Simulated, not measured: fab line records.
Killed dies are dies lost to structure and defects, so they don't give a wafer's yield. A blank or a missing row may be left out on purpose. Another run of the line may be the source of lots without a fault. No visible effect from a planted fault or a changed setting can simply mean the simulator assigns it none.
Which tool is to blame?	flow n5_finfet	24 lots, 72 wafers sampled, at 5 steps of a route of 1938

WHAT THE GAUGES SHOWED, per wafer
N5_BEOL_M4_CD_MEAS_11: target cd 16.79 nm.
lot	measured	on	cd_nm (nm)
L074	day 7 17:00	cd_sem-02	16.91 16.53 16.87
L077	day 7 19:14	cd_sem-02	17.12 16.72 16.94
L075	day 7 20:36	cd_sem-02	17.09 16.78 17.15
L076	day 8 00:01	cd_sem-01	16.81 16.79 16.75
L079	day 8 22:22	cd_sem-03	16.61 16.73 16.97
L080	day 9 01:12	cd_sem-02	16.74 17.06 16.95
L078	day 9 01:37	cd_sem-03	16.74 16.73 16.63
L081	day 9 03:47	cd_sem-02	16.84 17.05 16.72
L082	day 9 04:12	cd_sem-02	16.63 16.77 16.29
L083	day 9 11:29	cd_sem-02	16.57 17.07 16.85
L084	day 9 14:03	cd_sem-01	17.28 16.75 17.10
L085	day 10 09:13	cd_sem-02	16.81 16.92 17.21
L086	day 10 13:36	cd_sem-02	17.06 16.59 16.47
L087	day 10 21:48	cd_sem-02	16.69 16.76 16.91
L088	day 11 04:02	cd_sem-03	16.94 17.00 16.99
L090	day 11 08:21	cd_sem-03	16.63 16.82 16.66
L089	day 11 14:56	cd_sem-02	16.95 16.83 16.83
L091	day 11 19:01	cd_sem-03	16.92 16.94 16.75
L092	day 11 19:38	cd_sem-01	16.84 16.71 17.15
L093	day 12 08:07	cd_sem-02	16.95 16.90 16.87
L094	day 12 13:51	cd_sem-01	16.74 16.93 16.90
L095	day 12 19:04	cd_sem-01	16.88 16.54 16.93
L096	day 13 02:53	cd_sem-02	16.76 16.38 16.91
L097	day 13 08:55	cd_sem-02	16.94 16.64 16.83

N5_BEOL_M4_OVL_MEAS_29.
lot	measured	on	V3_OVL (nm)
L074	day 7 17:55	overlay-01	-0.4 0.2 -0.1
L077	day 7 20:16	overlay-01	1.1 1.2 1.2
L075	day 7 21:35	overlay-01	-0.4 -0.2 -0.2
L076	day 8 01:15	overlay-02	0.9 0.9 1.2
L079	day 9 00:01	overlay-01	1.5 0.6 0.3
L080	day 9 03:35	overlay-01	0.8 1.0 -1.1
L078	day 9 04:06	overlay-01	0.5 1.8 -0.5
L081	day 9 05:56	overlay-01	-0.5 1.3 1.4
L082	day 9 07:34	overlay-01	-0.5 -0.6 -0.1
L083	day 9 13:00	overlay-02	0.9 -1.3 -0.5
L084	day 9 15:10	overlay-02	1.6 1.9 0.6
L085	day 10 10:37	overlay-02	0.0 0.8 0.5
L086	day 10 15:08	overlay-02	-0.2 0.1 0.6
L087	day 10 22:58	overlay-02	1.0 -0.6 -0.2
L088	day 11 05:04	overlay-02	-1.0 0.6 -0.3
L090	day 11 09:17	overlay-02	0.3 0.0 0.6
L089	day 11 16:50	overlay-02	-0.7 0.8 -0.7
L091	day 11 20:04	overlay-01	0.6 0.9 0.8
L092	day 11 20:46	overlay-02	1.5 -0.8 -0.3
L093	day 12 09:19	overlay-01	-0.8 -0.4 -0.8
L094	day 12 14:58	overlay-02	-1.1 0.4 -0.2
L095	day 12 20:07	overlay-02	0.2 0.5 0.4
L096	day 13 04:02	overlay-02	1.1 0.4 1.5
L097	day 13 10:02	overlay-02	0.1 0.6 0.7

EACH LOT AND THE TOOL THAT RAN IT (in order: tool; ch and the chambers of the sampled wafers; start)
lot	N5_BEOL_M4_PECVD_72	N5_BEOL_M4_DESCUM_16	N5_BEOL_M4_ETCH_63
L074	pecvd-03 ch 0,1, day 7 14:31	rie_diel-06 ch 1,2, day 7 17:07	rie_diel-06 ch 1,2, day 7 17:10
L077	pecvd-02 ch 0,2, day 7 18:20	rie_diel-02 ch 0,1,2, day 7 19:26	rie_diel-02 ch 0,1,2, day 7 19:29
L075	pecvd-03 ch 0,1,2, day 7 19:31	rie_diel-04 ch 0,3, day 7 20:47	rie_diel-04 ch 0,3, day 7 20:50
L076	pecvd-01 ch 0,1, day 7 22:40	rie_diel-06 ch 1,2, day 8 00:22	rie_diel-06 ch 1,2, day 8 00:25
L079	pecvd-03 ch 0,2, day 8 21:16	rie_diel-06 ch 0,1,2, day 8 23:01	rie_diel-06 ch 0,1,2, day 8 23:04
L080	pecvd-03 ch 0,1,2, day 9 00:06	rie_diel-04 ch 1,3, day 9 02:44	rie_diel-04 ch 1,3, day 9 02:47
L078	pecvd-03 ch 0,1,2, day 9 01:10	rie_diel-06 ch 1,2, day 9 03:17	rie_diel-06 ch 1,2, day 9 03:20
L081	pecvd-02 ch 0,2, day 9 01:50	rie_diel-04 ch 2,3, day 9 05:01	rie_diel-04 ch 2,3, day 9 05:04
L082	pecvd-03 ch 0,1,2, day 9 02:52	rie_diel-06 ch 1,2, day 9 06:25	rie_diel-06 ch 1,2, day 9 06:28
L083	pecvd-01 ch 1,2, day 9 10:47	rie_diel-02 ch 0,2,3, day 9 12:00	rie_diel-02 ch 0,2,3, day 9 12:03
L084	pecvd-03 ch 0,1, day 9 13:02	rie_diel-06 ch 0,1,3, day 9 14:14	rie_diel-06 ch 0,1,3, day 9 14:17
L085	pecvd-03 ch 0,1,2, day 10 06:38	rie_diel-02 ch 0,3, day 10 09:46	rie_diel-02 ch 0,3, day 10 09:49
L086	pecvd-03 ch 0,1, day 10 11:02	rie_diel-02 ch 0,1,3, day 10 14:08	rie_diel-02 ch 0,1,3, day 10 14:11
L087	pecvd-03 ch 0,1, day 10 21:21	rie_diel-02 ch 0,3, day 10 21:57	rie_diel-02 ch 0,3, day 10 22:00
L088	pecvd-03 ch 0,1, day 11 03:14	rie_diel-04 ch 0,1,3, day 11 04:10	rie_diel-04 ch 0,1,3, day 11 04:13
L090	pecvd-01 ch 0,1,2, day 11 06:49	rie_diel-06 ch 1,2,3, day 11 08:28	rie_diel-06 ch 1,2,3, day 11 08:31
L089	pecvd-02 ch 1,2, day 11 13:30	rie_diel-02 ch 0,2, day 11 15:41	rie_diel-02 ch 0,2, day 11 15:44
L091	pecvd-02 ch 0,1,2, day 11 15:38	rie_diel-06 ch 1,2,3, day 11 19:08	rie_diel-06 ch 1,2,3, day 11 19:11
L092	pecvd-01 ch 0,1,2, day 11 18:57	rie_diel-04 ch 0,1,3, day 11 19:47	rie_diel-04 ch 0,1,3, day 11 19:50
L093	pecvd-01 ch 1,2, day 12 05:25	rie_diel-02 ch 1,2, day 12 08:25	rie_diel-02 ch 1,2, day 12 08:28
L094	pecvd-03 ch 0,2, day 12 11:33	rie_diel-06 ch 0,2,3, day 12 13:59	rie_diel-06 ch 0,2,3, day 12 14:02
L095	pecvd-03 ch 0,1,2, day 12 17:57	rie_diel-06 ch 1,2,3, day 12 19:12	rie_diel-06 ch 1,2,3, day 12 19:15
L096	pecvd-02 ch 0,1, day 13 00:44	rie_diel-04 ch 1,3, day 13 03:04	rie_diel-04 ch 1,3, day 13 03:07
L097	pecvd-01 ch 0,1,2, day 13 06:17	rie_diel-02 ch 2,3, day 13 09:08	rie_diel-02 ch 2,3, day 13 09:11
- N5_BEOL_M4_PECVD_72: deposits SiO2 from TEOS/O2, target thk 16 nm, time 18 s.
- N5_BEOL_M4_DESCUM_16: chemistry O2, time 7 s.
- N5_BEOL_M4_ETCH_63: etches SiARC in CF4, target depth 15.6 nm, time 26 s.

WHAT THE TOOLS THEMSELVES READ (means of the sampled wafers that have a number; where no wafer has one, the mark that the record gives instead)
N5_BEOL_M4_PECVD_72.
lot	tool	heater_power_outer_w (W)	heater_power_w (W)	showerhead_plenum_p_Torr (Torr)	throttle_valve_pct (%)
L074	pecvd-03	410	642	8.88	22.3
L077	pecvd-02	378	641	8.70	23.0
L075	pecvd-03	418	662	8.83	22.3
L076	pecvd-01	474	846	8.77	23.8
L079	pecvd-03	447	723	8.79	21.8
L080	pecvd-03	378	624	8.84	22.3
L078	pecvd-03	440	697	8.83	22.3
L081	pecvd-02	334	592	8.70	23.0
L082	pecvd-03	422	686	8.84	22.3
L083	pecvd-01	513	844	8.73	23.0
L084	pecvd-03	419	641	8.89	22.4
L085	pecvd-03	379	618	8.84	22.3
L086	pecvd-03	416	643	8.90	22.5
L087	pecvd-03	391	625	8.87	22.8
L088	pecvd-03	393	620	8.90	22.5
L090	pecvd-01	459	809	8.74	23.1
L089	pecvd-02	398	730	8.69	22.7
L091	pecvd-02	370	663	8.71	22.7
L092	pecvd-01	466	798	8.74	23.1
L093	pecvd-01	500	855	8.75	23.0
L094	pecvd-03	429	692	8.80	21.9
L095	pecvd-03	398	641	8.83	22.4
L096	pecvd-02	395	693	8.70	24.0
L097	pecvd-01	461	809	8.75	23.1

N5_BEOL_M4_DESCUM_16.
lot	tool	drypump_motor_current_A (A)	oes_product_au (a.u.)	rf_vpp_V (V)	showerhead_plenum_p_Torr (Torr)	throttle_valve_pct (%)
L074	rie_diel-06	5.8	0.74	243.6	2.13	20.64
L077	rie_diel-02	5.8	0.82	243.0	2.11	20.38
L075	rie_diel-04	6.3	0.74	243.1	2.12	20.55
L076	rie_diel-06	5.9	0.74	243.6	2.07	20.44
L079	rie_diel-06	6.1	0.75	241.9	2.07	20.38
L080	rie_diel-04	6.0	0.87	243.4	2.16	20.34
L078	rie_diel-06	5.8	0.73	243.0	2.13	20.65
L081	rie_diel-04	6.0	0.83	244.3	2.16	20.38
L082	rie_diel-06	5.8	0.73	243.3	2.13	20.66
L083	rie_diel-02	5.6	0.79	243.2	2.07	20.47
L084	rie_diel-06	5.8	0.78	243.2	2.10	20.48
L085	rie_diel-02	5.2	0.80	242.0	2.05	20.30
L086	rie_diel-02	5.3	0.74	243.7	2.09	20.53
L087	rie_diel-02	5.2	0.79	242.9	2.05	20.31
L088	rie_diel-04	6.1	0.88	244.7	2.10	20.35
L090	rie_diel-06	5.5	0.74	242.7	2.09	20.57
L089	rie_diel-02	6.1	0.82	242.6	2.08	20.36
L091	rie_diel-06	5.5	0.73	242.4	2.09	20.58
L092	rie_diel-04	6.2	0.87	243.2	2.10	20.35
L093	rie_diel-02	6.2	0.76	243.7	2.11	20.60
L094	rie_diel-06	5.9	0.74	242.5	2.03	20.32
L095	rie_diel-06	5.5	0.73	242.7	2.09	20.59
L096	rie_diel-04	6.0	0.82	244.0	2.15	20.39
L097	rie_diel-02	5.6	0.89	243.0	2.06	20.58

N5_BEOL_M4_ETCH_63.
lot	tool	drypump_motor_current_A (A)	etch_rf_on_time_s (s)	oes_product_au (a.u.)	rf_vpp_V (V)	showerhead_plenum_p_Torr (Torr)	throttle_valve_pct (%)
L074	rie_diel-06	5.8	26.1	0.64	185.2	2.17	15.76
L077	rie_diel-02	5.8	25.6	0.70	184.4	2.15	15.54
L075	rie_diel-04	6.4	25.9	0.63	183.7	2.17	15.71
L076	rie_diel-06	5.9	26.4	0.63	184.5	2.11	15.62
L079	rie_diel-06	6.2	26.2	0.63	184.4	2.11	15.60
L080	rie_diel-04	6.0	25.8	0.75	184.6	2.21	15.47
L078	rie_diel-06	5.8	26.0	0.63	184.2	2.16	15.78
L081	rie_diel-04	6.0	25.6	0.71	184.6	2.20	15.52
L082	rie_diel-06	5.8	26.1	0.63	184.7	2.16	15.78
L083	rie_diel-02	5.6	26.0	0.67	184.8	2.12	15.63
L084	rie_diel-06	5.8	26.4	0.65	184.0	2.15	15.65
L085	rie_diel-02	5.2	25.9	0.68	183.4	2.10	15.45
L086	rie_diel-02	5.3	26.3	0.63	184.1	2.13	15.71
L087	rie_diel-02	5.2	26.3	0.67	182.5	2.09	15.45
L088	rie_diel-04	6.2	25.5	0.76	183.2	2.15	15.47
L090	rie_diel-06	5.5	25.9	0.63	183.8	2.14	15.73
L089	rie_diel-02	6.1	25.4	0.70	184.7	2.13	15.54
L091	rie_diel-06	5.5	26.0	0.62	184.4	2.14	15.74
L092	rie_diel-04	6.2	25.6	0.74	183.1	2.15	15.48
L093	rie_diel-02	6.2	26.0	0.65	184.6	2.16	15.81
L094	rie_diel-06	5.9	26.3	0.63	183.2	2.08	15.56
L095	rie_diel-06	5.5	26.1	0.62	184.0	2.13	15.75
L096	rie_diel-04	6.0	26.2	0.70	185.1	2.20	15.54
L097	rie_diel-02	5.6	26.2	0.75	183.9	2.11	15.72

THE ANSWER, worked out from the rows above alone
Rule: what is usual is taken from the lots themselves. Put in order of their means at a reading, lots are off if they are a third of the lots or fewer, leave a main group of 4 or more, and stand apart from it by a gap of 3 or more times the standard deviation of the main group's means; of several such gaps the widest counts. A main group whose means are all the same, to the digits that the tables above print for the reading, isn't used. Also off: a lot with no number at a reading for which 4 or more lots have one. Where the step has rows for the other lots, those lots are counted as sound. The gauges are gone through in route order, then the tools' own readings, and for those a lot's mean is taken as printed above. The first step at which some lot is off is used, and at that step the reading that is off furthest; a lot without a number counts as furthest.
No lot is off at any reading shown: from this, nothing can be told.

WHAT THE SIMULATOR PUT IN
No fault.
